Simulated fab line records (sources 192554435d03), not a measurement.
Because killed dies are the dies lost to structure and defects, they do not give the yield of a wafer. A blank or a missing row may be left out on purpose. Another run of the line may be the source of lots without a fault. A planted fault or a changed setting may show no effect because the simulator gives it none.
Matching of chambers | flow n5 finfet | N5_BEOL_M9_ETCH_62 on rie diel-03 has 4 sister chambers
The step etches SOC in N2/H2, target depth 110 nm, overetch 22 nm, time 165 s. 4 wafers are shown with their chamber, then 7 later ones without.

WAFERS PAIRED WITH THEIR CHAMBERS
wafer  | chamber | drypump motor current A (A)
L081.5 | 1       | 5.56
L084.3 | 0       | 6.27
L087.1 | 2       | 5.72
L087.2 | 3       | 5.82

WAFERS MISSING THEIR CHAMBER
wafer  | drypump motor current A (A)
L087.5 | 5.72
L090.2 | 5.70
L090.5 | 6.29
L090.6 | 5.82
L095.1 | 5.63
L095.2 | 5.79
L095.3 | 6.25

WHICH CHAMBER EACH ONE RAN IN
wafer  | from the rows above     | in truth
L087.5 | 2                       | 2
L090.2 | 2                       | 2
L090.5 | 0                       | 0
L090.6 | 3                       | 3
L095.1 | can't be placed: 1 or 2 | 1
L095.2 | can't be placed: 3 or 2 | 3
L095.3 | 0                       | 0
5 of 7 placed correctly. Cannot be placed on the basis of these rows: 2; the candidates contain the true chamber in 2. Placed wrongly: 0.
How it was worked out, from the rows above alone: a wafer's distance from a chamber is the root of the sum, over the readings, of the square of ((its reading less the chamber's mean) divided by the reading's scatter). If the next closest chamber is less than 2 further off than the closest, the wafer can't be placed; otherwise it belongs to the closest. For every chamber, the mean is computed from those of its wafers that are shown. The scatter: with one shown wafer a chamber, the root of the mean of the squares of how far each hidden wafer lies from its nearest shown one.
